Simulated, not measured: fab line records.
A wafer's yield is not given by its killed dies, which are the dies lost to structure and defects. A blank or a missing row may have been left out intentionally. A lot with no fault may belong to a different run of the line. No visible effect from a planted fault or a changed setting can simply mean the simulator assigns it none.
Matching of chambers | flow n5Finfet | N5_BEOL_M3_STRIP_36 on rieDiel-03: 4 sister chambers
The step strips in N2/H2. 4 wafers are shown with their chamber, then 8 later ones without.

## EACH WAFER AND ITS CHAMBER
wafer  | chamber | showerheadPlenumPTorr (Torr)
L084.1 | 2       | 2.41
L085.2 | 3       | 2.63
L085.6 | 1       | 2.52
L088.2 | 0       | 2.66

## WAFERS WITHOUT THEIR CHAMBER
wafer  | showerheadPlenumPTorr (Torr)
L088.4 | 2.41
L088.5 | 2.41
L090.1 | 2.62
L090.4 | 2.51
L090.5 | 2.62
L092.1 | 2.66
L092.2 | 2.40
L092.5 | 2.40

## CHAMBER TAKEN BY EACH
wafer  | from the rows above | in truth
L088.4 | 2                   | 2
L088.5 | 2                   | 2
L090.1 | 3                   | 3
L090.4 | 1                   | 1
L090.5 | 3                   | 3
L092.1 | 0                   | 0
L092.2 | 2                   | 2
L092.5 | 2                   | 2
Placed correctly: 8 of 8. Not placeable from these rows: 0. Number placed wrongly: 0.
How it was worked out, from the rows above alone: a wafer's distance from a chamber is the root of the sum, over the readings, of the square of ((its reading less the chamber's mean) divided by the reading's scatter). The wafer belongs to the nearest chamber; if the next one is less than 2 further off, it can't be placed. A chamber's mean is the mean of its shown wafers. The scatter: root of mean squared gap, hidden wafer to nearest shown wafer, with one shown wafer a chamber.
